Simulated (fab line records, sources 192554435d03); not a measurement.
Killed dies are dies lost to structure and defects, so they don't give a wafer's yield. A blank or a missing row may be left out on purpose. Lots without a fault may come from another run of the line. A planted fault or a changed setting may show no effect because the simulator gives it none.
Chamber matching | flow n5_finfet | N5_BEOL_M1_STRIP_19 on rie_diel-02: 4 sister chambers
The step strips in O2. 24 wafers are shown with their chamber, then 12 later ones without.

WAFERS WITH THEIR CHAMBER
wafer  | chamber | showerhead_plenum_p_Torr (Torr) | throttle_valve_pct (%) | drypump_motor_current_A (A)
L075.2 | 0       | 2.12                            | 16.77                  | 5.6
L075.4 | 2       | 2.19                            | 16.72                  | 5.7
L075.5 | 2       | 2.19                            | 16.71                  | 5.7
L080.2 | 0       | 2.12                            | 16.78                  | 5.5
L080.3 | 1       | 2.12                            | 16.81                  | 6.1
L080.4 | 3       | 2.22                            | 16.42                  | 5.7
L081.3 | 0       | 2.12                            | 16.77                  | 5.6
L081.4 | 2       | 2.19                            | 16.71                  | 5.7
L081.6 | 0       | 2.12                            | 16.77                  | 5.5
L083.2 | 3       | 2.22                            | 16.43                  | 5.7
L083.5 | 1       | 2.11                            | 16.83                  | 6.0
L083.6 | 2       | 2.19                            | 16.71                  | 5.7
L086.1 | 2       | 2.19                            | 16.73                  | 5.7
L086.2 | 1       | 2.11                            | 16.83                  | 6.0
L086.3 | 3       | 2.22                            | 16.44                  | 5.7
L087.1 | 1       | 2.11                            | 16.85                  | 6.1
L087.2 | 0       | 2.12                            | 16.79                  | 5.6
L087.5 | 3       | 2.22                            | 16.43                  | 5.7
L090.1 | 0       | 2.12                            | 16.80                  | 5.6
L090.5 | 2       | 2.18                            | 16.74                  | 5.7
L090.6 | 3       | 2.22                            | 16.45                  | 5.7
L091.1 | 3       | 2.22                            | 16.44                  | 5.7
L091.2 | 2       | 2.18                            | 16.73                  | 5.7
L091.4 | 1       | 2.11                            | 16.85                  | 6.0

SIGNATURES (means of the wafers above)
reading                  | chamber 0 | chamber 1 | chamber 2 | chamber 3 | scatter within a chamber
showerhead_plenum_p_Torr | 2.1200    | 2.1120    | 2.1871    | 2.2200    | 0.00334
throttle_valve_pct       | 16.7800   | 16.8340   | 16.7214   | 16.4350   | 0.013
drypump_motor_current_A  | 5.567     | 6.040     | 5.700     | 5.700     | 0.0356
Rule: a wafer's distance from a chamber is the root of the sum, over the readings, of the square of ((its reading less the chamber's mean) divided by the reading's scatter). The wafer belongs to the nearest chamber; if the next one is less than 2 further off, it can't be placed. The scatter: the root of (the sum of the squares of (reading less its chamber's mean) over the shown wafers, divided by (wafers less chambers)).

WAFERS WITHOUT THEIR CHAMBER
wafer  | showerhead_plenum_p_Torr (Torr) | throttle_valve_pct (%) | drypump_motor_current_A (A)
L092.2 | 2.18                            | 16.72                  | 5.7
L092.4 | 2.11                            | 16.80                  | 5.5
L092.5 | 2.11                            | 16.85                  | 6.1
L094.4 | 2.21                            | 16.47                  | 5.7
L094.5 | 2.11                            | 16.85                  | 6.0
L094.6 | 2.18                            | 16.75                  | 5.7
L095.1 | 2.18                            | 16.76                  | 5.7
L095.3 | 2.21                            | 16.48                  | 5.7
L095.6 | 2.21                            | 16.46                  | 5.8
L096.1 | 2.18                            | 16.77                  | 5.7
L096.3 | 2.11                            | 16.81                  | 5.6
L096.4 | 2.21                            | 16.48                  | 5.7

WHICH CHAMBER EACH WENT THROUGH
wafer  | from the rows above | in truth
L092.2 | 2                   | 2
L092.4 | 0                   | 0
L092.5 | 1                   | 1
L094.4 | 3                   | 3
L094.5 | 1                   | 1
L094.6 | 2                   | 2
L095.1 | 2                   | 2
L095.3 | 3                   | 3
L095.6 | 3                   | 3
L096.1 | 2                   | 2
L096.3 | 0                   | 0
L096.4 | 3                   | 3
Placed correctly: 12 of 12. Can't be placed from these rows: 0. Placed wrongly: 0.
